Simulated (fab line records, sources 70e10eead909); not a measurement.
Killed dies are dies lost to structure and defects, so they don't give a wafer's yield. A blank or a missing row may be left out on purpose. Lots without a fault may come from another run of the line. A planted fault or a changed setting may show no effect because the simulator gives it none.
A struck lot beside a sound one | flow nand_harc | 14 steps out of a route of 1302
Sound: wafers L429.1, L429.3, L429.4. Struck: wafers L434.2, L434.3, L434.4. The cause comes at the end.
At each step with rows: each side's tool, then ch and its chambers, then its first start. Under that, the readings that differ: sound wafers | struck wafers | difference of the means | sigmas: that difference in standard deviations of wafers without a fault.
alike: readings whose means differ by less than 2 such deviations, and words and numbers that are the same on both sides. not compared: withheld readings, readings that some wafer has no value for, bounds like >300 that may hide the same value, and numbers for which the record gives no deviation and whose values overlap.
The two part at a step that has a row with sigmas, a row that says differs or no value, or rows on one side only. Numbers that don't overlap but have no deviation are shown without sigmas and don't part them. A reading that every wafer of one side lacks parts them only if that side has two wafers or more.

first, 1 step without rows for these wafers: NHARC_A_ONON_D1_DEP_12 (target thk 1000 nm).
NHARC_A_ONON_D1_THK_MEAS_14: measures by ellipsometry.
  sound on film_metro-01, day 12 00:35; struck on film_metro-02, day 14 17:58
  alike: thk_nm
then, 2 steps without rows for these wafers: NHARC_A_ONON_D1_ANNEAL_15 (time 3600 s); NHARC_A_ONON_D1_DEP_16 (target thk 1000 nm).
NHARC_A_ONON_D1_THK_MEAS_18: measures by ellipsometry.
  sound on film_metro-01, day 12 08:19; struck on film_metro-02, day 15 03:17
  reading     | sound          | struck      | difference | sigmas
  thk_nm (nm) | 1011 1011 1011 | 979 980 979 | -32        | -4
then, 1 step without rows for these wafers: NHARC_A_ONON_D1_DEP_19 (target thk 1000 nm).
NHARC_A_ONON_D1_THK_MEAS_21: measures by ellipsometry.
  sound on film_metro-02, day 12 08:53; struck on film_metro-02, day 15 03:50
  reading     | sound       | struck         | difference | sigmas
  thk_nm (nm) | 988 990 988 | 1011 1010 1011 | +22        | +2
then, 1 step without rows for these wafers: NHARC_A_ONON_D1_DEP_22 (target thk 1000 nm).
NHARC_A_ONON_D1_THK_MEAS_24: measures by ellipsometry.
  sound on film_metro-01, day 12 09:28; struck on film_metro-01, day 15 04:25
  alike: thk_nm
then, 1 step without rows for these wafers: NHARC_A_ONON_D1_DEP_25 (target thk 1000 nm).
NHARC_A_ONON_D1_THK_MEAS_27: measures by ellipsometry.
  sound on film_metro-02, day 12 10:02; struck on film_metro-01, day 15 04:59
  reading     | sound          | struck      | difference | sigmas
  thk_nm (nm) | 1010 1011 1011 | 989 989 989 | -22        | -2
NHARC_A_ONON_D1_DEP_28: target thk 1000 nm.
  sound on pecvd_onon-02 ch 0, day 12 10:06; struck on pecvd_onon-01 ch 0, day 15 05:05
  alike: nh3_flow_sccm
NHARC_A_ONON_D1_THK_MEAS_30: measures by ellipsometry.
  sound on film_metro-01, day 12 10:37; struck on film_metro-02, day 15 05:32
  reading     | sound          | struck         | difference | sigmas
  thk_nm (nm) | 1013 1014 1013 | 1070 1071 1069 | +57        | +5
NHARC_A_ONON_D1_DEP_33: deposits SiO2, target thk 200 nm.
  sound on pecvd-02 ch 1,2, day 12 10:40; struck on pecvd-03 ch 1,2, day 15 05:43
  alike: flow_sccm, heater_power_w, throttle_valve_pct

WHERE THEY PART
First at NHARC_A_ONON_D1_THK_MEAS_18; last, within this record, at NHARC_A_ONON_D1_THK_MEAS_30. Later steps at which nothing parts them and some readings are alike: NHARC_A_ONON_D1_DEP_33.

WHY: what the simulator had put in
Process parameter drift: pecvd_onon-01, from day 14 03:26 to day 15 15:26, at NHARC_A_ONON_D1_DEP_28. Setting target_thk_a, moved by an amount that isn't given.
